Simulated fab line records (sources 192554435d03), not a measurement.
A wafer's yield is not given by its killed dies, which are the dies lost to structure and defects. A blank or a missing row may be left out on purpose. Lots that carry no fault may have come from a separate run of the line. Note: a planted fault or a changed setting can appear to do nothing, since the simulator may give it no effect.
2 desks looking at one fault -- flow n5Finfet -- what lay behind the numbers comes last; until then each desk has only its own

## METROLOGY DESK
Lot by lot, what the gauges showed, no matter which tool ran the lot: averages of those sampled wafers that carry a number. If a lot's mean is further than 4 standard deviations from the usual mean, the lot is out of limits and carries the mark OUT (the distance appears in the brackets).
Columns: A = M5_ILD_THK at N5_BEOL_M5_THK_MEAS_01, usual 120.6 nm
lot,first seen here,A
L507,day 8 07:05,121.5
L508,day 8 14:41,118.1
L509,day 8 16:05,120.6
L510,day 9 04:34,120.2
L511,day 9 12:14,119.8
L512,day 9 14:23,120.0
L516,day 10 13:45,121.3
L518,day 11 08:45,120.2
L521,day 11 14:55,120.9
L522,day 12 04:28,120.7
L526,day 13 08:02,121.8
L527,day 13 18:47,119.6
L528,day 13 20:35,120.0
This desk's verdict: no lot among the 13 shows anything out of limits.

## FOR THE TOOL OWNER'S DESK: lithoTrack-02
The tool's own readings at N5_BEOL_M5_COAT_59 (time 60 s, resist thk 60 nm): means of the sampled wafers that have a number, for each lot that ran on this tool. If a lot's mean is further than 4 standard deviations from the usual mean, the lot is out of limits and carries the mark OUT (the distance appears in the brackets).
Columns: A = spinSpeedRpm at N5_BEOL_M5_COAT_59, usual 1499.9 rpm
lot,first seen here,A
L507,day 8 07:44,1499.8
L510,day 9 05:20,1500.0
L516,day 10 16:55,1500.6
L526,day 13 08:35,1320.6 (-99 or more) OUT
L528,day 13 22:31,1321.4 (-99 or more) OUT
This desk finds L526, L528 out of limits, L526 being first, at day 13 08:35 (spinSpeedRpm at N5_BEOL_M5_COAT_59). L507, L510, L516: within limits.

## TAKEN TOGETHER
An alarm could have come from the tool owner's desk at day 13 08:35, on L526, L528.
Metrology desk: nothing out of limits seen.
The metrology desk has L526, L528 on record, within its limits.
Every lot named ran N5_BEOL_M5_COAT_59 on lithoTrack-02.

## WHAT WAS PUT IN BY THE SIMULATOR
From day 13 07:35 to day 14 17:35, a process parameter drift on lithoTrack-02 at N5_BEOL_M5_COAT_59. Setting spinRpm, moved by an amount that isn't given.
Lots struck among those shown: L526, L528.
Each desk's first reading out of limits, in hours after the fault started: the tool owner's desk, 1.
